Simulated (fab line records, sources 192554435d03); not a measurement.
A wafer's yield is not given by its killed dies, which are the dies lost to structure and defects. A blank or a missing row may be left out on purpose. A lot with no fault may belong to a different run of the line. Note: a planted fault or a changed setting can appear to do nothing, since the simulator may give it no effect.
Comparing a struck lot with a sound one || flow n5Finfet || 38 steps out of a route of 1938
Sound: wafers L583.2, L583.3, L583.4. Struck: wafers L571.1, L571.3, L571.5. The cause comes at the end.
Each step with rows lists, per side, the tool, then ch with its chambers, then its first start. Under that, the readings that differ: sound wafers || struck wafers || difference of the means || sigmas: that difference in standard deviations of wafers without a fault.
alike: readings with means less than 2 such deviations apart, plus words and numbers identical on both sides. not compared: withheld readings, readings lacking a value on some wafer, bounds such as >300 that could conceal the same value, and numbers that have no deviation in the record and whose values overlap.
A row with sigmas, a row that says differs or no value, or rows on one side alone: a step with any of these is where the two part. Numbers that don't overlap but have no deviation are shown without sigmas and don't part them. Lack of a reading on every wafer of one side parts them only where that side has two or more wafers.

first, 12 steps without rows for these wafers: N5_STI_FIN_REVEAL_PRECLEAN_25 (cleans in SPM, time 90 s); N5_STI_FIN_REVEAL_PRECLEAN_26 (cleans in SC1, time 45 s); N5_STI_FIN_REVEAL_PRECLEAN_29 (cleans in DHF, time 30 s); N5_STI_FIN_REVEAL_SRD_12 (time 30 s); N5_STI_FIN_REVEAL_RECESS_09 (chemistry HF/NH3, target SiO2, afs cycles 11, target depth 42.5 nm, sublimation time 60 s); N5_STI_FIN_REVEAL_STRIP_16 (strips SiNx in H3PO4, target depth 23.8 nm); N5_STI_FIN_REVEAL_PRECLEAN_17 (cleans in NF3:NH3, afs cycles 1, time 20 s, sublimation time 60 s); N5_STI_FIN_REVEAL_ETCH_34 (etches Si in H2, material Si, target depth 0.97 nm); N5_STI_FIN_REVEAL_OXIDATION_31 (chemistry O2 PLASMA REMOTE, time 20 s); N5_STI_FIN_REVEAL_PRECLEAN_32 (cleans in NF3:NH3, afs cycles 1, time 20 s, sublimation time 60 s); N5_STI_FIN_REVEAL_STRIP_35 (strips Si3N4 in H3PO4, target depth 4 nm, time 39 s); N5_STI_FIN_REVEAL_SRD_21 (time 30 s).
N5_STI_FIN_REVEAL_OXIDATION_33: chemistry O2 PLASMA REMOTE, time 20 s.
  sound on plasmaAsher-02 ch 0,1, day 7 13:41; struck on plasmaAsher-02 ch 0,1, day 4 14:07
  no value came back on the struck wafers for chamberPressureMTorr (mTorr), drypumpMotorCurrentA (A), heaterPowerW (W); on the sound wafers chamberPressureMTorr (mTorr) reads 999.6 1000.2 1001.1
  not compared: rfHoursCounterH
then, 2 steps without rows for these wafers: N5_STI_FIN_REVEAL_CLEAN_19 (cleans in O3/DIW, time 120 s); N5_STI_FIN_REVEAL_SRD_23 (time 30 s).
N5_STI_FIN_REVEAL_CD_MEAS_22: target cd 6.238 nm, pitch 28 nm.
  sound on cdSem-01 at day 7 13:50; struck on cdSem-03 at day 4 14:16
{"reading": "cdNm (nm)", "sound": "6.17 6.62 6.24", "struck": "7.27 7.14 6.72", "difference": "+0.70", "sigmas": "+3"}
then, 20 steps without rows for these wafers: N5_STI_FIN_REVEAL_PRECLEAN_18 (cleans in SC2, time 45 s); N5_STI_FIN_REVEAL_SRD_28 (time 30 s); N5_DUMMY_GATE_PRECLEAN_00 (cleans in O3/DIW, time 60 s); N5_DUMMY_GATE_SRD_01 (time 30 s); N5_DUMMY_GATE_ALD_02 (deposits SiO2, target thk 2 nm, pulse time 1 s); N5_DUMMY_GATE_CVD_03 (deposits a-Si from SiH4, target thk 150 nm, time 8042 s); N5_DUMMY_GATE_PRECLEAN_46 (cleans in DIW, time 89.5 s); N5_DUMMY_GATE_SRD_47 (dry time 32 s); N5_DUMMY_GATE_CMP_04 (polishes a-Si); N5_DUMMY_GATE_HM_DEP_06 (deposits SiNx from DCS/NH3, target thk 80 nm, time 5141 s); N5_DUMMY_GATE_PECVD_30 (deposits SiO2 from TEOS/O2, target thk 55 nm, time 10.8 s); N5_DUMMY_GATE_COAT_34 (time 60 s, resist thk 60 nm); N5_DUMMY_GATE_COAT_35 (time 60 s, resist thk 10 nm); N5_DUMMY_GATE_COAT_28 (time 60 s, resist thk 10 nm); N5_DUMMY_GATE_COAT_09 (resist thk 30 nm); N5_DUMMY_GATE_EBR_11; N5_DUMMY_GATE_SOFTBAKE_10 (time 60 s); N5_DUMMY_GATE_EXPOSE_12 (exposes mask GATE, target cd 25 nm); N5_DUMMY_GATE_PEB_13 (peb time 60 s); N5_DUMMY_GATE_DEVELOP_14 (develop time 30 s).
-- here the record skips 6 days between the struck wafers' starts before and after, leaving off in module DUMMY_GATE and picking up in module BEOL_M4 (first step shown: number 1111 of the route) --
N5_BEOL_M4_RC_MEAS_101:
  sound on prober-02 ch 0, day 12 17:45; struck on prober-02 ch 0, day 10 02:19
{"reading": "DIBL_N (mV/V)", "sound": "36.6 35.5 33.7", "struck": "41.1 42.0 40.0", "difference": "+5.8", "sigmas": "+4"}
{"reading": "DIBL_P (mV/V)", "sound": "36.9 35.8 33.4", "struck": "42.6 43.3 40.3", "difference": "+6.7", "sigmas": "+4"}
{"reading": "IOFF_N (nA/um)", "sound": "0.156 0.146 0.118", "struck": "0.330 0.350 0.264", "difference": "+0.175", "sigmas": "+6"}
{"reading": "IOFF_N_85C (nA/um)", "sound": "3.1 2.9 2.5", "struck": "5.7 6.0 4.7", "difference": "+2.6", "sigmas": "+6"}
{"reading": "IOFF_N_LIN (nA/um)", "sound": "0.074 0.069 0.058", "struck": "0.159 0.163 0.128", "difference": "+0.083", "sigmas": "+8"}
{"reading": "IOFF_N_LONG (nA/um)", "sound": "5.2e-05 5.2e-05 5.2e-05", "struck": "6.9e-05 6.8e-05 6.9e-05", "difference": "+1.7e-05", "sigmas": "+5"}
{"reading": "IOFF_P (nA/um)", "sound": "0.19 0.17 0.14", "struck": "0.37 0.39 0.31", "difference": "+0.19", "sigmas": "+6"}
{"reading": "IOFF_P_85C (nA/um)", "sound": "3.4 3.0 2.7", "struck": "5.9 6.1 5.1", "difference": "+2.7", "sigmas": "+5"}
{"reading": "IOFF_P_LIN (nA/um)", "sound": "0.090 0.080 0.072", "struck": "0.184 0.188 0.161", "difference": "+0.097", "sigmas": "+7"}
{"reading": "ION_N (uA/um)", "sound": "670 668 657", "struck": "734 720 702", "difference": "+54", "sigmas": "+5"}
{"reading": "ION_P (uA/um)", "sound": "456 451 449", "struck": "492 485 479", "difference": "+33", "sigmas": "+4"}
{"reading": "REXT_N (ohm.um)", "sound": "75.4 75.1 74.3", "struck": "68.3 68.1 68.3", "difference": -6.7, "sigmas": -4}
{"reading": "REXT_P (ohm.um)", "sound": "96.8 99.1 99.1", "struck": "91.9 93.2 91.9", "difference": -6.0, "sigmas": -3}
{"reading": "SS_N (mV/dec)", "sound": "71.6 71.1 71.7", "struck": "72.9 73.1 73.5", "difference": "+1.7", "sigmas": "+3"}
{"reading": "SS_P (mV/dec)", "sound": "73.8 72.8 72.6", "struck": "75.0 75.6 73.9", "difference": "+1.8", "sigmas": "+3"}
{"reading": "VT_N (mV)", "sound": "249 249 251", "struck": "239 239 242", "difference": -10, "sigmas": -3}
{"reading": "VT_N_LONG (mV)", "sound": "277.2 278.9 275.4", "struck": "264.9 266.8 267.8", "difference": -10.7, "sigmas": -4}
{"reading": "VT_N_LVT (mV)", "sound": "100 99 103", "struck": "87 88 92", "difference": -12, "sigmas": -4}
{"reading": "VT_P (mV)", "sound": "-252 -257 -258", "struck": "-244 -239 -244", "difference": "+13", "sigmas": "+4"}
{"reading": "VT_P_LVT (mV)", "sound": "-101 -102 -104", "struck": "-92 -93 -95", "difference": "+9", "sigmas": "+3"}
-- record jumps: 4 days separate the struck wafers' starts on either side; left off in module BEOL_M4, taken up again in module PASSIVATION, whose first shown step is the route's number 1936 --
N5_PASSIVATION_PROBE_49:
  sound on prober-01 at day 17 02:21; struck on prober-01 at day 14 05:52
{"reading": "killedShort", "sound": "30 33 16", "struck": "47 51 42", "difference": "+20", "sigmas": "+3"}
{"reading": "sort_bin_4_leakage (%)", "sound": "0 0 0", "struck": "2.03 5.17 0.34", "difference": "+2.51", "sigmas": ""}
{"reading": "sortNPass", "sound": "1098 1075 1103", "struck": "1043 993 1061", "difference": -60, "sigmas": -4}
{"reading": "sortYieldPct (%)", "sound": "93.1 91.1 93.5", "struck": "88.4 84.2 89.9", "difference": -5.1, "sigmas": -4}
  alike: defectLimitedYield, killed_at_M0_to_M3, killed_at_M4_up, killedAtContacts, killedAtFrontEnd, killedAtOther, killedDies, killedOpen, sort_bin_5_function, sort_bin_6_memory

== WHERE THEY PART ==
At N5_STI_FIN_REVEAL_OXIDATION_33 first; at N5_PASSIVATION_PROBE_49 last (within this record only).

WHY: what the simulator had put in
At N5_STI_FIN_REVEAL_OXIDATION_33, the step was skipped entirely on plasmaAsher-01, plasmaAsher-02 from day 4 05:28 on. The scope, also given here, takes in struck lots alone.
